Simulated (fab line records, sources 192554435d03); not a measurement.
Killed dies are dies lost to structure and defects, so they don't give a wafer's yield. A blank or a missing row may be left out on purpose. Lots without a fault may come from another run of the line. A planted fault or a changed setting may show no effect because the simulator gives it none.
One fault seen from 2 desks | flow n5_finfet | each desk has only its own numbers; what lay behind them comes last

THE METROLOGY DESK
What the gauges read, lot by lot, whatever tool the lot ran on: means of the sampled wafers that have a number. A lot is out of limits, marked OUT, if its mean lies more than 4 standard deviations from the usual mean; the brackets give that distance. Of its 10 readings 7 are shown: those that lie furthest out on some lot.
Columns: A = DIBL_N at N5_BEOL_M4_RC_MEAS_101, usual 37.7 mV/V; B = DIBL_P at N5_BEOL_M4_RC_MEAS_101, usual 37.7 mV/V; C = IOFF_N at N5_BEOL_M4_RC_MEAS_101, usual 0.18 nA/um; D = ION_N at N5_BEOL_M4_RC_MEAS_101, usual 681 uA/um; E = ION_P at N5_BEOL_M4_RC_MEAS_101, usual 463 uA/um; F = VT_N at N5_BEOL_M4_RC_MEAS_101, usual 248 mV; G = VT_P at N5_BEOL_M4_RC_MEAS_101, usual -249 mV
lot  | first seen here | A    | B    | C    | D   | E   | F   | G
L277 | day 12 01:04    | 40.5 | 38.9 | 0.21 | 694 | 476 | 248 | -249
L275 | day 12 07:17    | 38.4 | 38.9 | 0.21 | 677 | 465 | 247 | -243
L280 | day 12 17:31    | 37.3 | 37.6 | 0.18 | 673 | 457 | 249 | -251
L281 | day 13 17:46    | 37.8 | 39.3 | 0.20 | 692 | 470 | 248 | -248
L283 | day 13 18:59    | 37.6 | 38.1 | 0.17 | 685 | 463 | 250 | -252
L284 | day 13 21:57    | 38.9 | 38.0 | 0.19 | 672 | 459 | 249 | -248
L286 | day 14 05:29    | 40.7 | 41.3 | 0.24 | 712 | 477 | 243 | -247
L288 | day 15 17:26    | 36.7 | 37.4 | 0.17 | 675 | 460 | 249 | -250
L291 | day 15 22:14    | 37.9 | 39.4 | 0.18 | 673 | 457 | 251 | -251
L296 | day 17 01:52    | 36.8 | 36.2 | 0.17 | 678 | 462 | 249 | -249
L297 | day 17 05:06    | 38.0 | 37.4 | 0.20 | 684 | 466 | 246 | -248
This desk's finding: nothing out of limits on any of the 11 lots.

THE TOOL OWNER'S DESK: cmp-01
The tool's own readings at N5_BEOL_M1_CMP_52 (polishes, stops on SiOC, t overpolish 6.8 s, target thk 40 nm): means of the sampled wafers that have a number, for each lot that ran on this tool. A lot is out of limits, marked OUT, if its mean lies more than 4 standard deviations from the usual mean; the brackets give that distance.
Columns: A = barrier_field_endpoint_s at N5_BEOL_M1_CMP_52, usual 24.4 s; B = motor_current_A at N5_BEOL_M1_CMP_52, usual 5.9 A; C = overpolish_run_s at N5_BEOL_M1_CMP_52, usual 6.800 s; D = time_to_endpoint_s at N5_BEOL_M1_CMP_52, usual 61 s
lot  | first seen here | A    | B   | C     | D
L275 | day 7 01:01     | 25.8 | 6.4 | 6.799 | 68
L281 | day 8 08:26     | 24.7 | 5.9 | 6.804 | 66
L283 | day 8 14:52     | 23.7 | 5.7 | 6.813 | 62
L284 | day 8 18:06     | 25.9 | 6.3 | 6.802 | 68
L291 | day 10 16:46    | 21.9 | 6.1 | 6.803 | 56
This desk's finding: nothing out of limits on any of the 5 lots.

PUT TOGETHER
The metrology desk saw nothing out of limits.
The tool owner's desk saw nothing out of limits.

WHAT THE SIMULATOR HAD PUT IN
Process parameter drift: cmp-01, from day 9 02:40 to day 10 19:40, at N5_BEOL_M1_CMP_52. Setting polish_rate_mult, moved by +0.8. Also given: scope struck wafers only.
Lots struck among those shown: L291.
